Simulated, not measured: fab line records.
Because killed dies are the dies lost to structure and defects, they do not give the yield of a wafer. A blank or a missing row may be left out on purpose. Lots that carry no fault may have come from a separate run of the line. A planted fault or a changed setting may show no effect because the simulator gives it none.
What tool caused it? | flow nand harc | Sampling: 12 lots, 36 wafers, 5 of 1302 route steps

WHAT THE GAUGES READ, wafer by wafer
NHARC_THIN_TSV_THK_MEAS_02: measures by ir. Usual: 3011 nm for thk nm, sd 200.
lot  | measured     | on            | thk nm (nm)    | flag
L657 | day 25 10:24 | film metro-01 | 2765 2687 2857 |
L656 | day 25 11:35 | film metro-01 | 2832 2895 2974 |
L659 | day 25 14:01 | film metro-02 | 3235 2875 3318 |
L662 | day 25 16:25 | film metro-02 | 3128 2939 3038 |
L661 | day 26 22:47 | film metro-01 | 3097 3112 3032 |
L664 | day 27 18:29 | film metro-02 | 2880 3227 2612 |
L665 | day 27 21:35 | film metro-02 | 2989 2784 3095 |
L674 | day 30 16:09 | film metro-02 | 3040 3229 3130 |
L675 | day 31 05:44 | film metro-02 | 3087 3083 3045 |
L676 | day 32 11:41 | film metro-02 | 3326 3480 3310 |
L678 | day 32 19:05 | film metro-02 | 2673 2903 2655 |
L679 | day 33 21:35 | film metro-02 | 3056 3336 2996 |

NHARC_END_SORT_01. Usual: defect limited yield 91.3 %, standard deviation 2.8; killed at array 54, standard deviation 18; killed at other 0.7, standard deviation 0.87; killed at periphery 3.7, standard deviation 2.5; killed dies 59, standard deviation 19; killed open 3.3, standard deviation 2; killed short 2.6, standard deviation 1.6; sort_bin_2_pct 3.1 %, standard deviation 1.2; sort_bin_3_pct 0.6 %, standard deviation 0.35; sort_bin_4_pct 5.0 %, standard deviation 1.6; sort n pass 618, standard deviation 19; sort rim yield pct 92 %, standard deviation 4.4; sort yield pct 91.3 %, standard deviation 2.8.
lot  | measured     | on        | defect limited yield (%) | killed at array | killed at other | killed at periphery | killed dies | killed open | killed short | sort_bin_2_pct (%) | sort_bin_3_pct (%) | sort_bin_4_pct (%) | sort n pass | sort rim yield pct (%) | sort yield pct (%) | flag
L657 | day 27 06:28 | prober-02 | 92.0 92.9 93.5           | 51 46 41        | 2 0 1           | 1 2 2               | 54 48 44    | 7 1 5       | 3 2 4        | 3.1 3.0 2.8        | 0 0.3 0.6          | 4.9 3.8 3.1        | 623 629 633 | 93 96 92               | 92.0 92.9 93.5     |
L656 | day 27 00:58 | prober-01 | 87.6 90.0 87.3           | 75 65 81        | 1 0 0           | 8 3 5               | 84 68 86    | 3 2 3       | 6 4 0        | 4.4 3.1 5.8        | 0.9 0.9 0.4        | 7.1 6.1 6.5        | 593 609 591 | 87 95 92               | 87.6 90.0 87.3     |
L659 | day 27 08:44 | prober-01 | 93.5 93.8 90.0           | 41 41 66        | 1 0 1           | 2 1 1               | 44 42 68    | 5 0 2       | 1 1 4        | 2.7 2.5 3.5        | 0.7 0.7 1.2        | 3.1 3.0 5.3        | 633 635 609 | 89 89 92               | 93.5 93.8 90.0     |
L662 | day 27 13:27 | prober-02 | 89.7 88.9 90.3           | 62 64 63        | 0 0 1           | 8 11 2              | 70 75 66    | 5 4 1       | 4 4 2        | 2.5 4.4 3.7        | 0.7 1.0 0.9        | 7.1 5.6 5.2        | 607 602 611 | 86 94 99               | 89.7 88.9 90.3     |
L661 | day 27 21:13 | prober-02 | 92.9 93.5 92.8           | 47 42 46        | 0 0 1           | 1 2 2               | 48 44 49    | 0 3 3       | 1 3 1        | 1.8 3.0 2.8        | 0.6 0.6 0.6        | 4.7 3.0 3.8        | 629 633 628 | 90 90 90               | 92.9 93.5 92.8     |
L664 | day 28 09:37 | prober-01 | 87.4 88.5 87.9           | 81 76 76        | 0 2 2           | 4 0 4               | 85 78 82    | 3 1 3       | 3 3 5        | 4.1 4.0 4.6        | 1.0 1.2 0.9        | 7.4 6.4 6.6        | 592 599 595 | 92 89 88               | 87.4 88.5 87.9     |
L665 | day 28 17:25 | prober-02 | 90.1 91.0 90.4           | 63 58 63        | 0 0 0           | 4 3 2               | 67 61 65    | 4 6 4       | 2 2 3        | 3.2 4.0 3.2        | 1.0 0.3 1.0        | 5.6 4.7 5.3        | 610 616 612 | 84 88 86               | 90.1 91.0 90.4     |
L674 | day 31 13:26 | prober-02 | 88.6 90.3 90.1           | 72 62 66        | 1 0 0           | 4 4 1               | 77 66 67    | 4 1 3       | 4 3 3        | 4.6 3.2 4.0        | 0.7 0.3 0.7        | 6.1 6.2 5.2        | 600 611 610 | 88 91 93               | 88.6 90.3 90.1     |
L675 | day 31 21:41 | prober-01 | 87.7 89.1 85.7           | 81 72 92        | 0 0 0           | 2 2 5               | 83 74 97    | 4 3 6       | 1 0 4        | 4.0 4.1 4.6        | 0.9 0.4 0.9        | 7.4 6.4 8.9        | 594 603 580 | 92 98 87               | 87.7 89.1 85.7     |
L676 | day 33 05:38 | prober-02 | 89.5 91.9 92.8           | 65 49 42        | 3 0 3           | 3 6 4               | 71 55 49    | 4 5 3       | 3 2 4        | 5.5 2.7 2.4        | 0.1 0.7 0.1        | 4.9 4.7 4.7        | 606 622 628 | 95 98 90               | 89.5 91.9 92.8     |
L678 | day 33 12:49 | prober-01 | 94.8 96.2 95.6           | 32 22 30        | 0 0 0           | 3 4 0               | 35 26 30    | 4 2 2       | 6 2 2        | 2.2 0.9 1.0        | 0.6 0.4 0.1        | 2.4 2.5 3.2        | 642 651 647 | 94 99 96               | 94.8 96.2 95.6     |
L679 | day 34 14:26 | prober-01 | 90.8 88.9 90.1           | 58 68 61        | 2 3 1           | 2 4 5               | 62 75 67    | 6 5 2       | 1 3 2        | 3.2 4.3 3.8        | 0.7 0.6 0.4        | 5.2 6.2 5.6        | 615 602 610 | 90 94 91               | 90.8 88.9 90.1     |

EACH LOT AND THE TOOL THAT RAN IT (in order: tool; ch and the chambers of the sampled wafers; start)
lot  | NHARC_THIN_TSV_CMP_01         | NHARC_THIN_TSV_STRIP_45              | NHARC_THIN_TSV_ETCHBACK_48
L657 | cmp-04 ch 0,2,3, day 25 10:13 | plasma asher-01 ch 0,1, day 25 12:35 | rie diel-07 ch 0,1,2, day 25 13:49
L656 | cmp-01 ch 0,1,3, day 25 11:23 | plasma asher-02 ch 0,1, day 25 13:50 | rie diel-07 ch 0,1,2, day 25 15:02
L659 | cmp-02 ch 2,3, day 25 13:44   | plasma asher-02 ch 0,1, day 25 15:58 | rie diel-10 ch 1,2,3, day 25 17:23
L662 | cmp-01 ch 0,2, day 25 16:11   | plasma asher-01 ch 0,1, day 25 18:34 | rie diel-10 ch 0,1,2, day 25 19:49
L661 | cmp-02 ch 1,2, day 26 22:31   | plasma asher-01 ch 0,1, day 27 00:44 | rie diel-10 ch 0,2,3, day 27 02:03
L664 | cmp-02 ch 1,2, day 27 18:13   | plasma asher-02 ch 0, day 27 20:36   | rie diel-10 ch 0,1,2, day 27 21:52
L665 | cmp-01 ch 1,2,3, day 27 21:19 | plasma asher-01 ch 0,1, day 27 23:47 | rie diel-11 ch 0,1,3, day 28 00:56
L674 | cmp-04 ch 2,3, day 30 15:53   | plasma asher-01 ch 0,1, day 30 18:29 | rie diel-07 ch 0,1,3, day 30 19:46
L675 | cmp-01 ch 1,2,3, day 31 05:31 | plasma asher-02 ch 0,1, day 31 07:50 | rie diel-07 ch 0,1,3, day 31 09:06
L676 | cmp-02 ch 0,2,3, day 32 11:25 | plasma asher-01 ch 0,1, day 32 13:38 | rie diel-07 ch 1,2,3, day 32 14:50
L678 | cmp-02 ch 0,3, day 32 18:50   | plasma asher-02 ch 0,1, day 32 21:20 | rie diel-10 ch 2,3, day 32 22:27
L679 | cmp-04 ch 0,1, day 33 21:21   | plasma asher-02 ch 0,1, day 33 23:44 | rie diel-10 ch 0,2,3, day 34 00:55
- NHARC_THIN_TSV_CMP_01: polishes.
- NHARC_THIN_TSV_STRIP_45: strips in O2.
- NHARC_THIN_TSV_ETCHBACK_48: etches the open film in C4F8/Ar, target depth 1028.5 nm, time 405.17 s.

WHAT THE TOOLS THEMSELVES READ (means of the sampled wafers that have a number; where no wafer has one, the mark that the record gives instead)
NHARC_THIN_TSV_CMP_01. Usual: 11.8 A for motor current A, sd 1.6.
lot  | tool   | motor current A (A) | flag
L657 | cmp-04 | 13.1                |
L656 | cmp-01 | 11.4                |
L659 | cmp-02 | 12.4                |
L662 | cmp-01 | 10.9                |
L661 | cmp-02 | 10.9                |
L664 | cmp-02 | 10.3                |
L665 | cmp-01 | 11.6                |
L674 | cmp-04 | 11.8                |
L675 | cmp-01 | 11.4                |
L676 | cmp-02 | 12.1                |
L678 | cmp-02 | 11.8                |
L679 | cmp-04 | 11.2                |

NHARC_THIN_TSV_STRIP_45. Usual: drypump motor current A 5.6 A, standard deviation 0.62; heater power w 354 W, standard deviation 37.
lot  | tool            | drypump motor current A (A) | heater power w (W) | flag
L657 | plasma asher-01 | 5.1                         | 380                |
L656 | plasma asher-02 | 5.9                         | 353                |
L659 | plasma asher-02 | 6.3                         | 369                |
L662 | plasma asher-01 | 5.0                         | 339                |
L661 | plasma asher-01 | 5.1                         | 376                |
L664 | plasma asher-02 | 5.7                         | 347                |
L665 | plasma asher-01 | 5.1                         | 338                |
L674 | plasma asher-01 | 5.0                         | 342                |
L675 | plasma asher-02 | 6.2                         | 355                |
L676 | plasma asher-01 | 5.1                         | 366                |
L678 | plasma asher-02 | 6.0                         | 346                |
L679 | plasma asher-02 | 6.0                         | 350                |

NHARC_THIN_TSV_ETCHBACK_48. Usual: oes product au 0.95 a.u., standard deviation 0.034; rf vpp V 548 V, standard deviation 3.2.
lot  | tool        | oes product au (a.u.) | rf vpp V (V) | flag
L657 | rie diel-07 | 0.99                  | 550          |
L656 | rie diel-07 | 0.92                  | 550          |
L659 | rie diel-10 | 1.01                  | 550          |
L662 | rie diel-10 | 0.93                  | 547          |
L661 | rie diel-10 | 0.96                  | 548          |
L664 | rie diel-10 | 0.99                  | 546          |
L665 | rie diel-11 | 0.94                  | 548          |
L674 | rie diel-07 | 0.92                  | 548          |
L675 | rie diel-07 | 0.93                  | 549          |
L676 | rie diel-07 | 0.92                  | 548          |
L678 | rie diel-10 | 0.96                  | 551          |
L679 | rie diel-10 | 1.00                  | 549          |

THE ANSWER, worked out from the rows above alone
Rule: lot off if the mean of its wafers having a number is beyond 3 standard deviations from the usual mean. A lot without any number at a reading at which 4 lots or more have one is off too. Any other lot the step has rows for is counted as sound. First the gauges in route order, then the tools' own readings, where a lot's mean is used as printed above. The first step at which some lot is off is used, and at that step the reading that is off furthest; a lot without a number counts as furthest.
None of the lots is off at any reading shown; this tells nothing.

WHAT THE SIMULATOR HAD INSERTED
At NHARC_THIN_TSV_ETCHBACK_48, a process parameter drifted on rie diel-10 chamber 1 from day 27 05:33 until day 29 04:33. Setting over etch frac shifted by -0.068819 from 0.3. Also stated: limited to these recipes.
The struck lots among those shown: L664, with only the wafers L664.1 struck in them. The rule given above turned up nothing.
